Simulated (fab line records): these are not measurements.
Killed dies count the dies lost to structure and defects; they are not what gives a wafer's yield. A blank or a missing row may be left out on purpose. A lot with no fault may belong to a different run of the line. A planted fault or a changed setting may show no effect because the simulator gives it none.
Split-lot trial ; flow n5Finfet ; 7 lots, 21 wafers read, on a route of 1938 steps

ABOUT THE SPLIT
At N5_BEOL_M7_DESCUM_33 (chemistry O2, time 7 s), the setting timeS was moved away from the recipe's 7 s on 6 of the 21 wafers read, by -18.3% to +22.0%. This setting was run at the recipe's value on the other wafers.

THE PATH FROM SPLIT TO READING: the file shows 1 step between them
- N5_BEOL_M7_ETCH_72: etches underlayer in N2/H2, target depth 6.5 nm, time 5.2 s

THE READING
CAR-EUV_of_BEOL_M7_COAT_22.thkNm (the simulator's own value, which no gauge read), in nm, at N5_BEOL_M7_ETCH_65 (etches SiARC in CF4, target depth 15.6 nm, time 26 s). The file gives no usual value for it. Across the 15 wafers here that went through the recipe, the average is 11.2 nm and the standard deviation 0.11 nm.

wafer;tool, chamber at the split;timeS as run, s;against the recipe;CAR-EUV_of_BEOL_M7_COAT_22.thkNm, nm;against lot-mates on the recipe
L075.2;rieDiel-05, 0;7;recipe;11.2;-
L075.3;rieDiel-05, 2;7;recipe;11;-
L075.4;rieDiel-05, 2;7;recipe;11;-
L081.3;rieDiel-03, 1;8.538;+22.0%;10.4;-0.6
L081.5;rieDiel-03, 1;8.538;+22.0%;10.4;-0.6
L081.6;rieDiel-03, 0;7;recipe;11;-
L083.3;rieDiel-06, 1;6.451;-7.8%;11.4;+0.3
L083.5;rieDiel-06, 1;7;recipe;11;-
L083.6;rieDiel-06, 2;7;recipe;11.2;-
L085.4;rieDiel-06, 0;7;recipe;11.2;-
L085.5;rieDiel-06, 0;8.154;+16.5%;10.6;-0.6
L085.6;rieDiel-06, 3;8.154;+16.5%;10.6;-0.6
L089.1;rieDiel-06, 2;7;recipe;11.2;-
L089.3;rieDiel-06, 0;5.721;-18.3%;11.8;+0.5
L089.6;rieDiel-06, 2;7;recipe;11.4;-
L094.1;rieDiel-05, 0;7;recipe;11.2;-
L094.3;rieDiel-05, 1;7;recipe;11.2;-
L094.6;rieDiel-05, 3;7;recipe;11.2;-
L096.1;rieDiel-03, 1,2,3;7;recipe;11.2;-
L096.4;rieDiel-03, 1,2,3;7;recipe;11.2;-
L096.5;rieDiel-03, 1,2,3;7;recipe;11.2;-
If several chambers appear in one row, that row covers several wafers at once and the file leaves open which wafer was in which chamber.

FIT RESULTS
A straight line over all 21 wafers: CAR-EUV_of_BEOL_M7_COAT_22.thkNm changes by -0.0343 nm for each +1% of timeS; r = -0.96; the points scatter about the line by 0.097 nm.
The same after taking each lot's own level away (the mean of its wafers on the recipe; 21 wafers): -0.0302 nm for each +1%; r = -0.97; scatter 0.073 nm.
On that fit, the largest move of timeS shifts the reading by 0.66 nm.
The lots' own levels span 11.00 to 11.30 nm, that is 2.8 times the standard deviation above.
Hence the slope depends on the lot-to-lot level, as the two fits are not the same.
Check: -0.69 nm against its lot-mates is what the line predicts for one of the wafers moved furthest among these (+22.0%) when that wafer is left out of the fit. Against them it came out at -0.6 nm.

OTHER SPLITS ON THESE WAFERS
Other splits were also applied to these wafers ahead of the reading. Each is held against what the fit with the lots' levels taken away leaves over:
other split on the same wafers;wafers away from the commonest value;r with CAR-EUV_of_BEOL_M7_COAT_22.thkNm (lot level and that fit taken away)
N5_BEOL_M6_EXPOSE_25 doseMj;9;+0.13
N5_BEOL_M7_EXPOSE_25 doseMj;5;-0.07

THE WHOLE CHAIN: every reading that the file lists as answering this split, in the file's order
step;what it does;reading;change (the file's fit);r (the file's)
N5_BEOL_M7_DESCUM_33;chemistry O2, time 7 s;CAR-EUV_of_BEOL_M7_COAT_22.thkNm (the simulator's own value, which no gauge read);-0.031 nm for each +1% of the setting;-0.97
N5_BEOL_M7_ETCH_72;etches underlayer in N2/H2, target depth 6.5 nm, time 5.2 s;CAR-EUV_of_BEOL_M7_COAT_22.thkNm (the simulator's own value, which no gauge read);-0.0378 nm for each +1% of the setting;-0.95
N5_BEOL_M7_ETCH_65;etches SiARC in CF4, target depth 15.6 nm, time 26 s;CAR-EUV_of_BEOL_M7_COAT_22.thkNm (the simulator's own value, which no gauge read);-0.0301 nm for each +1% of the setting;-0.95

FILE'S OWN FIT
CAR-EUV_of_BEOL_M7_COAT_22.thkNm changes by -0.0301 nm for each +1% of timeS, r = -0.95.
